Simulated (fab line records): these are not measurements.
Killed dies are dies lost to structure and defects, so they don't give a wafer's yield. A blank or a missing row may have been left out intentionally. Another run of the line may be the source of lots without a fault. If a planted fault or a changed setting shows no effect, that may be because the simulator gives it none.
A struck lot beside a sound one :: flow nandHarc :: 14 steps out of a route of 1302
Sound: these wafers, L188.1, L188.4, L188.6. Struck: wafer L192.4. (L192.1, L192.5 of the same lot were not struck and are left out.) The cause comes at the end.
Per side, at each step with rows, come the tool, then ch with its chambers, and then its first start. Under that, the readings that differ: sound wafers :: struck wafers :: difference of the means :: sigmas: that difference in standard deviations of wafers without a fault.
alike: same words and numbers on both sides, and readings whose means sit less than 2 such deviations apart. not compared: any withheld reading, any reading some wafer has no value for, any bound like >300 that may hide the same value, and any number with overlapping values for which the record gives no deviation.
The two part at a step that has a row with sigmas, a row that says differs or no value, or rows on one side only. When numbers do not overlap yet have no deviation, they are printed without sigmas and do not part them. A reading that every wafer of one side lacks parts them only if that side has two wafers or more.

first, 3 steps without rows for these wafers: NHARC_P_CONTACT_ETCH_36 (etches the open film in N2/H2, target depth 260 nm, time 406.25 s); NHARC_P_CONTACT_ETCH_18 (etches the open film in C4F8/O2/Ar, target depth 481 nm, time 240.5 s); NHARC_P_CONTACT_STRIP_37 (strips in C4F8/O2/Ar).
NHARC_P_CONTACT_ETCH_31: etches the open film in CH3F/O2, target depth 30 nm, time 85.7 s.
  sound on rieDiel-12 ch 1,2,3; struck on rieDiel-10 ch 0
  alike: drypumpMotorCurrentA, oesProductAu, rfVppV, showerheadPlenumPTorr, throttleValvePct
  not compared: rfHoursCounterH
NHARC_P_CONTACT_CD_MEAS_19:
  sound on cdSem-02, day 10 18:07; struck on cdSem-01, day 12 21:03
  alike: cdNm
NHARC_P_CONTACT_STRIP_28: strips in O2.
  sound on rieDiel-08 ch 1,2,3, day 10 18:13; struck on rieDiel-12 ch 2, day 12 21:08
reading: showerheadPlenumPTorr (Torr)
sound: 3.77 3.49 3.78
struck: 3.32
difference: -0.36
sigmas: -2
  alike: drypumpMotorCurrentA, oesProductAu, rfVppV, throttleValvePct
  not compared: rfHoursCounterH
then, 1 step without rows for these wafers: NHARC_P_CONTACT_STRIP_29 (strips in post etch residue remover, time 1200 s).
NHARC_P_CONTACT_DEGAS_38: time 60 s.
  sound on pvdSputter-02, day 10 18:49; struck on pvdSputter-01, day 12 21:46
  alike: heaterPowerW, susceptorTempC
then, 2 steps without rows for these wafers: NHARC_P_CONTACT_PRE_CLEAN_39 (time 19.5 s); NHARC_P_CONTACT_PVD_32 (deposits Ti, target thk 5 nm, time 17.7 s).
NHARC_P_CONTACT_ALD_22: deposits TiN, target thk 3 nm, pulse time 1 s, ald cycles 150.
  sound on aldMetal-03 ch 1,3, day 10 19:04; struck on aldMetal-01 ch 0, day 12 22:01
  alike: heaterPowerW, precursorPulseHeightRel, susceptorTempC
NHARC_P_CONTACT_CVD_23: deposits W, target thk 200 nm, time 557 s.
  sound on cvdW-01 ch 1; struck on cvdW-02 ch 1
  alike: heaterPowerW, throttleValvePct
  not compared: susceptorTempC
NHARC_P_CONTACT_CMP_24: polishes, t overpolish 30 s, target thk 200 nm.
  sound on cmp-03 ch 0,1, day 10 19:57; struck on cmp-03 ch 2, day 12 22:54
reading: slurryFlowMlMin
sound: 150.5 150.4 149.7
struck: 149.2
difference: -1.0
sigmas: -2

reading: timeToEndpointS (s)
sound: 34.6 37.7 32.1
struck: 23.7
difference: -11.1
sigmas: -4
  alike: motorCurrentA, overpolishRunS
next, for these wafers, 1 step has no rows: NHARC_END_SORT_01.

WHERE THEY PART
First at NHARC_P_CONTACT_STRIP_28; last, within this record, at NHARC_P_CONTACT_CMP_24.

WHY: whatever the simulator had introduced
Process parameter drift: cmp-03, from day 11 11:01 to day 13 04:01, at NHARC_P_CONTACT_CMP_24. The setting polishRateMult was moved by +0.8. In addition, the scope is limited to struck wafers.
